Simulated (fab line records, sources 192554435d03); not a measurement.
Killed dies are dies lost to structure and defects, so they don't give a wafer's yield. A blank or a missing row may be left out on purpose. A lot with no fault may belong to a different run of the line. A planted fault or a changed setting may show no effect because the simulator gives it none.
fab line records | flow n5_finfet
[record] lots = 4 wafers = 12 last_day = 16
route steps=1938 shown DUMMY_GATE@248 SPACER0@258 SD_EPI_N@262 BEOL_M4@1111 PASSIVATION@1936
lots untouched by any fault: they come from a run of this same line in which no faults occurred
start_h: start of the lot's first displayed wafer, in hours after the record's first day | wait_h: time in hours since the lot's previous step | " identical to the entry in the row above | L1.1+2: several wafers, shown together as one row | - no value, or no start given | * or withheld: withheld | < > ~ a bound
route shown NAME@n: names a module that has steps shown in the file, with the first one's number in the route | usual: mean/standard deviation taken from wafers without a fault | same: alike in all rows | chamber/n: place in a boat | sites: the reading at each site | _std_site: the values' standard deviation | _edge_site: outer sites' mean less inner sites' | radius_mm: for every site, how far away it sits from the centre of the wafer | mask NAME#n: copy n | behind: the tool/chamber that last shaped the wafer | hold: why the lot was held/for how many hours/how that ended | device: transistor that didn't switch, given as n, p or np | end of line: tests run on the same wafers once the route is complete | a step given without rows: its recipe and nothing more | killed: count of dies lost to structure and defects at first sort (not the wafer's yield) | map: a wafer's dies, marking killed ones x, the rest . and places with no die _
set.NAME: setting as actually run; set.NAME@STEP: the setting as run at that earlier step | model.NAME: the simulator's own value behind a step, which no gauge read
lots at some steps of the route; a table a step, a row a wafer
services: a tool's chamber out of use, with start hour (start_h, from the record's first day; less than 0 if before it), hours out, and reason
[[steps]]
[step N5_DUMMY_GATE_ETCH_44]
[recipe] chemistry = HBr/O2 over_etch_frac = 0.7 target_depth_a = 1275 stop_on = SiO2 ion_energy_ev = 60 bias_w = 20 target = poly-Si mask_material = SiO2 pressure_mtorr = 20 icp_w = 400 HBr_flow_sccm = 120 O2_flow_sccm = 10
[step N5_DUMMY_GATE_ETCH_42]
[recipe] chemistry = CHF3/O2 target = SiO2 target_depth_a = 35 time_s = 31 ion_energy_ev = 30 bias_w = 12 pressure_mtorr = 30 source_w = 600 Ar_flow_sccm = 200 CHF3_flow_sccm = 50 O2_flow_sccm = 5
[step N5_DUMMY_GATE_STRIP_48]
[recipe] chemistry = N2/H2 time_s = 20 power_w = 100 temp_c = 40 pressure_mtorr = 100 rf_frequency_hz = 6e+07 bias_power_w = 3 n2_flow_sccm = 300 h2_flow_sccm = 300
[step N5_DUMMY_GATE_PRECLEAN_33]
[recipe] chemistry = dHF time_s = 10 dilution = 750:1 temp_c = 25
[step N5_DUMMY_GATE_PRECLEAN_25]
[recipe] chemistry = O3/DIW time_s = 45 temp_c = 22 o3_ppm = 10
[step N5_DUMMY_GATE_PRECLEAN_51]
[recipe] chemistry = SC2 time_s = 45 temp_c = 35 mix = 1:1:50
[step N5_DUMMY_GATE_SRD_26]
[recipe] dry = ipa_marangoni time_s = 30 temp_c = 23 rinse_liquid = diw
[step N5_DUMMY_GATE_UV_OZONE_45]
[recipe] time_s = 120 pressure_torr = 760 temp_c = 25
[step N5_SPACER0_ALD_07]
[recipe] material = SiNx target_thk_a = 20 temp_c = 400 ald_precursor_family = SiH2I2 ald_co_reactant = N2/H2-plasma pressure_torr = 2
[step N5_SPACER0_ALD_00]
[recipe] material = SiOCN target_thk_a = 35 temp_c = 400 ald_precursor_family = alkyl-aminosilane ald_co_reactant = O2/N2-plasma pulse_time_s = 3 purge_time_s = 2 co_reactant_purge_time_s = 2 ald_cycles = 58 pressure_torr = 2
[step N5_SPACER0_ALD_08]
[recipe] material = SiNx target_thk_a = 20 temp_c = 400 ald_precursor_family = SiH2I2 ald_co_reactant = N2/H2-plasma pressure_torr = 2
[usual] heater_power_w = 800/91
// columns lot.wafer tool chamber start_h wait_h heater_power_w
L980.3 ald_sin-02 1 101.04 0.1 764
L980.5 " 2 " " 891
L980.6 " 3 " " 809
L986.1 ald_sin-02 2 137.50 0.1 892
L986.4 " 0 " " 910
L986.5 " 3 " " 829
L987.2 ald_sin-02 2 144.57 0.1 893
L987.4 " 1 " " 760
L987.5 " 0 " " 908
L991.1 ald_sin-01 0 170.07 0.1 687
L991.5 " 3 " " 711
L991.6 " 0 " " 686
[step N5_SPACER0_INSPECT_04]
[recipe] inspect_instrument = darkfield mode = post_dep
[usual] raw_defect_count = 129/27
// columns lot.wafer tool chamber start_h wait_h raw_defect_count
L980.3 defect_inspect-02 - 101.20 0.1 153
L980.5 " - " " 127
L980.6 " - " " 159
L986.1 defect_inspect-02 - 137.66 0.1 1281
L986.4 " - " " 1301
L986.5 " - " " 1206
L987.2 defect_inspect-02 - 144.72 0.1 1254
L987.4 " - " " 1205
L987.5 " - " " 1313
L991.1 defect_inspect-01 - 170.23 0.1 125
L991.5 " - " " 113
L991.6 " - " " 211
[step N5_SD_EPI_N_COAT_32]
[recipe] resist = SOC temp_c = 250 time_s = 60 spin_rpm = 1500 resist_thk_nm = 350
[step N5_SD_EPI_N_COAT_33]
[recipe] resist = SiARC temp_c = 220 time_s = 60 spin_rpm = 1500 resist_thk_nm = 35
[step N5_SD_EPI_N_COAT_03]
[recipe] resist = CAR-ArF-block spin_rpm = 1500 resist_thk_nm = 150
[step N5_SD_EPI_N_EBR_05]
[recipe] solvent = PGMEA ebr_width_mm = 1.5
[step N5_SD_EPI_N_SOFTBAKE_04]
[recipe] temp_c = 110 time_s = 60 resist = CAR-ArF-block
[step N5_SD_EPI_N_EXPOSE_06]
[recipe] mask_id = SD_N_BLK na = 1.35 source_shape = conventional sigma_outer = 0.8 polarization = unpolarized target_cd_nm = 120 dose_mj = 39.75
[step N5_SD_EPI_N_PEB_07]
[recipe] peb_temp_c = 110 peb_time_s = 60 resist = CAR-ArF-block
[step N5_SD_EPI_N_DEVELOP_08]
[recipe] develop_time_s = 30 developer = TMAH resist = CAR-ArF-block dev_temp_c = 23 rinse_liquid = diw dry = air_spin
[step N5_SD_EPI_N_INSPECT_11]
[recipe] mode = adi inspect_instrument = macro
[usual] raw_defect_count = 2.1/1.4
// columns lot.wafer tool chamber start_h wait_h raw_defect_count
L980.3 defect_inspect-02 - 101.53 0.0 1
L980.5 " - " " 3
L980.6 " - " " 1
L986.1 defect_inspect-01 - 138.11 0.0 >300
L986.4 " - " " >300
L986.5 " - " " >300
L987.2 defect_inspect-01 - 145.05 0.0 >300
L987.4 " - " " >300
L987.5 " - " " >300
L991.1 defect_inspect-01 - 170.68 0.0 2
L991.5 " - " " 1
L991.6 " - " " 2
[step N5_SD_EPI_N_DESCUM_14]
[recipe] chemistry = O2 time_s = 7.9 source_power_w = 50 bias_power_w = 20 pressure_mtorr = 20 rf_frequency_hz = 2.712e+07 temp_c = 40 resist = CAR-ArF-block o2_flow_sccm = 225
[step N5_BEOL_M4_RC_MEAS_101]
[usual] DIBL_N = 36.3/1 DIBL_P = 36.2/1.4 IOFF_N = 0.157/0.021 IOFF_P = 0.206/0.025 ION_N = 673/9 ION_P = 461/6.4 SS_N = 71.5/0.5 SS_P = 73.2/0.47 VT_N = 249.9/2.4 VT_P = -250.6/2.9
// columns lot.wafer tool chamber start_h wait_h DIBL_N[mV/V] DIBL_P[mV/V] IOFF_N[nA/um] IOFF_P[nA/um] ION_N[uA/um] ION_P[uA/um] SS_N[mV/dec] SS_P[mV/dec] VT_N[mV] VT_P[mV]
L980.3 prober-02 0 211.57 0.3 37.2 37.5 0.185 0.213 680 455 71.5 73.9 246.9 -251.7
L980.5 " 0 " " 35.6 35.5 0.149 0.183 675 462 71.3 73.5 248.9 -252.8
L980.6 " 0 " " 35.9 35.8 0.148 0.178 672 452 71.0 72.6 251.5 -255.5
L987.2 prober-01 0 255.78 0.2 35.6 33.8 0.126 0.183 664 460 71.2 72.9 251.8 -251.5
L987.4 " 0 " " 35.0 33.9 0.120 0.179 667 457 70.8 73.3 252.0 -251.5
L987.5 " 0 " " 38.7 37.9 0.177 0.247 671 464 71.3 73.9 247.2 -248.3
L986.1 prober-02 0 263.38 0.0 36.6 36.2 0.157 0.230 686 472 71.8 73.2 248.0 -243.7
L986.4 " 0 " " 35.8 35.5 0.146 0.223 682 474 70.7 72.7 247.2 -247.0
L986.5 " 0 " " 37.2 35.9 0.153 0.236 670 465 71.6 72.6 249.0 -248.2
L991.1 prober-01 0 287.14 0.7 35.0 35.7 0.142 0.211 672 465 71.1 73.6 251.9 -249.7
L991.5 " 0 " " 34.8 34.8 0.135 0.197 663 460 71.2 72.9 253.0 -250.3
L991.6 " 0 " " 34.8 35.1 0.132 0.201 666 462 71.5 73.0 251.2 -251.1
[step N5_PASSIVATION_PROBE_49]
[usual] defect_limited_yield = 91.1/1.3 killed_at_M0_to_M3 = 36/10 killed_at_M4_up = 14/4.4 killed_at_contacts = 14/5.7 killed_at_front_end = 39/9.4 killed_at_other = 2.9/2.6 killed_dies = 105/15 killed_on_rim = 14/3.5 killed_open = 70/12 killed_short = 34/7.1 sort_bin_5_function = 5.3/0.77 sort_bin_6_memory = 3.3/0.66 sort_n_pass = 1075/15 sort_yield_pct = 91.1/1.3
[same] gross_dies = 1180 killed_at_back_side = 0 sort_bin_4_leakage[%] = 0 sort_bin_8_speed[%] = 0
// columns lot.wafer tool chamber start_h wait_h defect_limited_yield[%] killed_at_M0_to_M3 killed_at_M4_up killed_at_contacts killed_at_front_end killed_at_other killed_dies killed_on_rim killed_open killed_short sort_bin_5_function[%] sort_bin_6_memory[%] sort_n_pass sort_yield_pct[%]
L980.3 prober-02 - 315.34 0.1 91.6 37 9 10 42 1 99 11 58 40 5.3 2.8 1081 91.6
L980.5 prober-02 - 315.44 0.2 92.5 33 6 7 38 4 88 15 52 35 4.5 2.5 1092 92.5
L980.6 prober-02 - 315.49 0.3 90.2 46 12 18 39 1 116 16 65 50 5.3 4.4 1064 90.2
L987.2 prober-02 - 351.99 0.1 79.9 26 7 22 182 0 237 20 65 25 12.4 3.7 943 79.9
L987.4 prober-02 - 352.09 0.2 82.3 37 12 16 143 1 209 31 72 20 10.3 4.0 971 82.3
L987.5 prober-02 - 352.14 0.2 83.8 36 11 9 134 1 191 33 67 29 9.7 3.2 989 83.8
L986.1 prober-02 - 361.79 0.0 82.5 17 10 5 174 0 206 26 42 17 10.0 2.6 974 82.5
L986.4 prober-02 - 361.94 0.2 84.5 40 12 11 117 3 183 32 68 28 8.8 4.1 997 84.5
L986.5 prober-02 - 361.99 0.2 80.9 26 12 5 179 3 225 11 44 37 11.8 3.7 955 80.9
L991.1 prober-02 - 390.17 0.0 90.5 36 17 18 41 0 112 16 71 38 5.8 3.4 1068 90.5
L991.5 prober-02 - 390.37 0.2 89.8 38 10 33 39 0 120 17 87 33 5.5 4.4 1060 89.8
L991.6 prober-02 - 390.42 0.3 90.5 55 11 15 31 0 112 11 75 36 5.4 3.6 1068 90.5
// killed by level:class
L980.3 BEOL_M0_SAQP:geometric_particle:open=10 FIN_SAQP:geometric_particle:short=9 BEOL_M0_SAQP:geometric_particle:short=9 BEOL_M3:geometric_particle:open=8 MOL_CONTACT_COAG:geometric_particle:open=8 GATE_CUT:geometric_particle:short=7 STI_FIN_REVEAL:geometric_particle:open=6 BEOL_M4:geometric_particle:open=6
L980.5 BEOL_M0_SAQP:geometric_particle:open=11 FIN_SAQP:geometric_particle:short=10 STI_FIN_REVEAL:geometric_particle:open=7 BEOL_M0_SAQP:geometric_particle:short=7 BEOL_M2:geometric_particle:open=6 MOL_CONTACT_COAG:geometric_particle:open=5 STARTING-WAFER:geometric_particle:open=5 FIN_SAQP:geometric_particle:open=4
L980.6 FIN_SAQP:geometric_particle:short=14 MOL_CONTACT_COAG:geometric_particle:open=14 BEOL_M0_SAQP:geometric_particle:open=11 BEOL_M0_SAQP:geometric_particle:short=11 BEOL_M3:geometric_particle:open=11 FIN_SAQP:geometric_particle:open=8 GATE_CUT:geometric_particle:short=8 STI_FIN_REVEAL:geometric_particle:open=6
L987.2 SPACER0:unspecified=147 MOL_CONTACT_COAG:geometric_particle:open=18 STI_FIN_REVEAL:geometric_particle:open=11 FIN_SAQP:geometric_particle:open=7 BEOL_M2:geometric_particle:open=7 BEOL_M3:geometric_particle:open=7 BEOL_M1:geometric_particle:open=5 FIN_SAQP:geometric_particle:short=4
L987.4 SPACER0:unspecified=115 MOL_CONTACT_COAG:geometric_particle:open=15 BEOL_M1:geometric_particle:open=8 BEOL_M2:geometric_particle:open=8 BEOL_M3:geometric_particle:open=8 FIN_SAQP:geometric_particle:open=6 BEOL_M4:geometric_particle:open=6 STI_FIN_REVEAL:geometric_particle:open=5
L987.5 SPACER0:unspecified=94 BEOL_M1:geometric_particle:open=11 FIN_SAQP:geometric_particle:open=10 MOL_CONTACT_COAG:geometric_particle:open=8 BEOL_M0_SAQP:geometric_particle:open=8 FIN_SAQP:geometric_particle:short=6 STI_FIN_REVEAL:geometric_particle:open=6 BEOL_M2:geometric_particle:open=6
L986.1 SPACER0:unspecified=147 FIN_SAQP:geometric_particle:open=6 STI_FIN_REVEAL:geometric_particle:open=6 BEOL_M0_SAQP:geometric_particle:short=5 BEOL_M0_SAQP:geometric_particle:open=5 BEOL_M3:geometric_particle:open=4 BEOL_M4:geometric_particle:open=4 FIN_CUT:geometric_particle:open=3
L986.4 SPACER0:unspecified=85 BEOL_M3:geometric_particle:open=11 FIN_SAQP:geometric_particle:open=10 MOL_CONTACT_COAG:geometric_particle:open=10 BEOL_M0_SAQP:geometric_particle:open=9 BEOL_M0_SAQP:geometric_particle:short=8 FIN_SAQP:geometric_particle:short=6 BEOL_M4:geometric_particle:open=6
L986.5 SPACER0:unspecified=144 FIN_SAQP:geometric_particle:short=16 BEOL_M0_SAQP:geometric_particle:short=8 FIN_SAQP:geometric_particle:open=7 BEOL_M0_SAQP:geometric_particle:open=7 BEOL_M1:geometric_particle:open=5 MOL_CONTACT_COAG:geometric_particle:open=4 BEOL_M4:geometric_particle:open=3
L991.1 MOL_CONTACT_COAG:geometric_particle:open=15 BEOL_M0_SAQP:geometric_particle:short=11 BEOL_M0_SAQP:geometric_particle:open=11 FIN_SAQP:geometric_particle:open=9 BEOL_M4:geometric_particle:open=9 FIN_SAQP:geometric_particle:short=7 BEOL_M2:geometric_particle:open=5 ILD0:geometric_particle:open=4
L991.5 MOL_CONTACT_COAG:geometric_particle:open=26 STI_FIN_REVEAL:geometric_particle:open=15 BEOL_M1:geometric_particle:open=13 BEOL_M0_SAQP:geometric_particle:open=9 MOL_CONTACT_COAG:geometric_particle:short=7 BEOL_M2:geometric_particle:open=6 BEOL_M0_SAQP:geometric_particle:short=5 FIN_SAQP:geometric_particle:open=4
L991.6 BEOL_M0_SAQP:geometric_particle:open=16 MOL_CONTACT_COAG:geometric_particle:open=12 BEOL_M0:geometric_particle:open=10 BEOL_M0_SAQP:geometric_particle:short=9 FIN_SAQP:geometric_particle:open=7 BEOL_M2:geometric_particle:open=7 GATE_CUT:geometric_particle:short=6 FIN_SAQP:geometric_particle:short=5
// map L986.5 (x killed, . not)
_________________.....x..x...________________
______________..............x..x_____________
___________.x................x.....__________
__________x........................._________
________..x..x..x........x......x....._______
_______....xxxxxxx.....................______
______...xxxxxxxxx.x..........x........._____
_____..xxxxxxxxxxxx....x............x....____
____....xxxxxxxxxxxxx.x..............x....___
___..x.xxxxxxxxxxxxxx..............x.......__
___....xxxxxxxxxxxxxx.x....................__
__....x.xxxxxxxxxxxxxx.xx.....x............x_
__.....xxxxxxxxxxxxxxxx...x.x...x.......x.x._
_......xxxxxxxxxxxxxxx................x...x..
_......x.xxxxxxxxxx..........................
_........x.xxxxxxxx........x....x...x..x.....
_x.........xxxx.xx........x..................
_...x........xx..............................
_.................x............x..x..........
_.x..................................xx...x..
_........x.................................x.
__....................x.........x....x......_
__....................x.....x..............._
___....x.....x.x.......x....x..............__
___..x..xx......................x..x.....x.__
____...................x.x...x..x.........___
_____.............x......................____
______.................................._____
_______..........xx..x.......x.x.......______
________....x....x...................._______
__________.........................._________
___________.......x...x....x..x....__________
______________....xx............_____________
_________________............________________
// map L987.2 (x killed, . not)
_________________...........x________________
______________..............xx.._____________
___________.........x.....x.x..xx.x__________
__________........x.x.....xxxxxxxxxx_________
________.x...............xxxxxxxxxxx.._______
_______.........x.......xxxxxxxxxxxxx..______
______.................x.xxxxxxxxxxxx..x_____
_____.x...............xxxxxxxxxxxxxxxx.x.____
____......x.......x....xxxxxxxxxxxxxxx....___
___............x..x....xxxxxxxxxxxxxxx.....__
___.........x.........x.x.xxxxxxxxxxx.xx..x__
__.....x..............x....xxxxxxxxx..xxx..._
__....x.................xx.xxxxxxxxx..x....._
_........x...............xx.xxxxxx...........
_.x.......x....................x.............
_.....x........x............x...........x....
_...................................x........
_.....................................x.x....
_...x...........x...x..x......x...........x..
_......x.........................x......x....
_.x..x...............x..x.................x..
__.....x...xx.................xx.......x...x_
__.....x.............x..x..x.x.............x_
___.x.............xx....xx.x........x...xx.__
___...........x.xx.x..........x............__
____...................x..................___
_____....x.........x....x................____
______x........x.....x............x....._____
_______...................x....x..x....______
________...x...............xx.x.x....._______
__________..................x.x....._________
___________.xx.....................__________
______________.................._____________
_________________............________________
[[services]]
// columns tool chamber start_h hours kind
ald_sin-02 3 85.14 14.9 repair
ald_sin-01 - 85.25 14.0 pm
ald_sin-01 0 85.25 14.0 vent_cycle
ald_sin-01 1 85.25 14.0 vent_cycle
ald_sin-01 2 85.25 14.0 vent_cycle
ald_sin-01 3 85.25 14.0 vent_cycle
ald_sin-01 0 99.25 - clean
ald_sin-01 1 99.25 - clean
ald_sin-01 2 99.25 - clean
ald_sin-01 3 99.25 - clean
ald_sin-01 1 125.40 1.6 repair
ald_sin-01 0 165.18 1.3 repair
[[key]]
[first_sign] step = N5_SPACER0_INSPECT_04 reading = raw_defect_count direction = up sigmas = 41 usual = 129 struck = 1260
[effect] step = N5_SD_EPI_N_INSPECT_11 reading = raw_defect_count direction = up sigmas = 99+ usual = 2.1 struck = >300
[effect] step = N5_PASSIVATION_PROBE_49 reading = killed_at_front_end direction = up sigmas = 12 usual = 39 struck = 155
[more_kills_born_at] N5_SPACER0_ALD_08@ald_sin-02 = 732
met_at N5_SPACER0_ALD_08
struck_wafers L986.1,L986.4,L986.5,L987.2,L987.4,L987.5
onset_between 101.04 137.50
[fault] kind = chamber_particle_source tool = ald_sin-02 chamber = - onset_h = 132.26 steps = N5_SPACER0_ALD_08 rate_per_visit_cm2 = 1.7153 end_h = 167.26
